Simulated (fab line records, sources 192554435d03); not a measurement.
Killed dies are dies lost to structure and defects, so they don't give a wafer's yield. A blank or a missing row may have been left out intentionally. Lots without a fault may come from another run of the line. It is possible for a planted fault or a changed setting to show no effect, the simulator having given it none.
A single fault, viewed from 3 desks | flow n5 finfet | what lay behind the numbers comes last; until then each desk has only its own
Where a reading is given only as a bound, like >300, the bound stands for it, and a mean or a difference that rests on one is marked > or <: the true number lies beyond.

== AT THE METROLOGY DESK ==
What the gauges read, lot by lot, whatever tool the lot ran on: means of the sampled wafers that have a number. If a lot's mean is further than 4 standard deviations from the usual mean, the lot is out of limits and carries the mark OUT (the distance appears in the brackets). Readings shown: 7 of its 10, picked as those furthest out on some lot.
Columns: A = DIBL_N at N5_BEOL_M4_RC_MEAS_101, usual 35.8 mV/V; B = IOFF_N at N5_BEOL_M4_RC_MEAS_101, usual 0.148 nA/um; C = IOFF_P at N5_BEOL_M4_RC_MEAS_101, usual 0.20 nA/um; D = ION_N at N5_BEOL_M4_RC_MEAS_101, usual 672 uA/um; E = ION_P at N5_BEOL_M4_RC_MEAS_101, usual 462 uA/um; F = VT_N at N5_BEOL_M4_RC_MEAS_101, usual 251 mV; G = VT_P at N5_BEOL_M4_RC_MEAS_101, usual -251 mV
lot  | first seen here | A    | B     | C    | D   | E   | F   | G
L763 | day 7 15:19     | 33.4 | 0.134 | 0.16 | 671 | 452 | 253 | -257
L773 | day 10 05:58    | 35.7 | 0.141 | 0.19 | 672 | 463 | 253 | -253
L775 | day 11 02:27    | 35.2 | 0.155 | 0.22 | 669 | 463 | 249 | -250
L786 | day 13 23:01    | 36.8 | 0.185 | 0.24 | 694 | 475 | 248 | -247
This desk found nothing out of limits on any of the 4 lots.

== THE DEFECT DESK ==
Counts from the inspections along the route, per lot, as means over the sampled wafers that have a number. If a lot's mean is further than 4 standard deviations from the usual mean, the lot is out of limits and carries the mark OUT (the distance appears in the brackets).
Columns: A = raw defect count at N5_SD_EPI_N_INSPECT_26, usual 200; B = raw defect count at N5_SD_EPI_P_INSPECT_11, usual 2.0; C = raw defect count at N5_SD_EPI_P_INSPECT_26, usual 171; D = raw defect count at N5_SD_ACTIVATION_INSPECT_02, usual 170
lot  | first seen here | A             | B                      | C             | D
L763 | day 3 05:45     | 235           | 3.7                    | 174           | 200
L773 | day 5 20:14     | 646 (+11) OUT | >300 (+99 or more) OUT | 593 (+14) OUT | 618 (+14) OUT
L775 | day 6 06:58     | 649 (+12) OUT | >300 (+99 or more) OUT | 610 (+14) OUT | 607 (+14) OUT
L786 | day 8 23:17     | 263           | 1.7                    | 179           | 182
This desk's finding: out of limits on L773, L775; first on L773, day 5 20:14 (raw defect count at N5_SD_EPI_N_INSPECT_26). L763, L786 stayed within limits.

== DESK OF THE TOOL OWNER: wet bench-01 ==
The tool's own readings at N5_SD_EPI_N_STRIP_18 (strips in SPM, time 750 s): means of the sampled wafers that have a number, for each lot that ran on this tool. If a lot's mean is further than 4 standard deviations from the usual mean, the lot is out of limits and carries the mark OUT (the distance appears in the brackets).
Columns: A = bath heat duty pct at N5_SD_EPI_N_STRIP_18, usual 14.3 %
lot  | first seen here | A
L763 | day 3 01:13     | 14.2
L773 | day 5 17:09     | 14.0
L775 | day 6 03:54     | 13.9
This desk found nothing out of limits on any of the 3 lots.

== PUT TOGETHER ==
The defect desk could have raised an alarm at day 5 20:14, on L773, L775.
Metrology desk: nothing out of limits seen.
The desk of the tool owner found nothing out of limits.
The metrology desk has L773, L775 on record, within its limits.
The tool owner's desk has L773, L775 on record, within its limits.
On wet bench-01, each named lot ran N5_SD_EPI_N_STRIP_18.

== WHAT THE SIMULATOR HAD INSERTED ==
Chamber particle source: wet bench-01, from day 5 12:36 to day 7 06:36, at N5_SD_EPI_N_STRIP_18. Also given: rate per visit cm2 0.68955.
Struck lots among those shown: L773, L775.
Hours from the fault's start to each desk's first reading out of limits: the defect desk, 8.
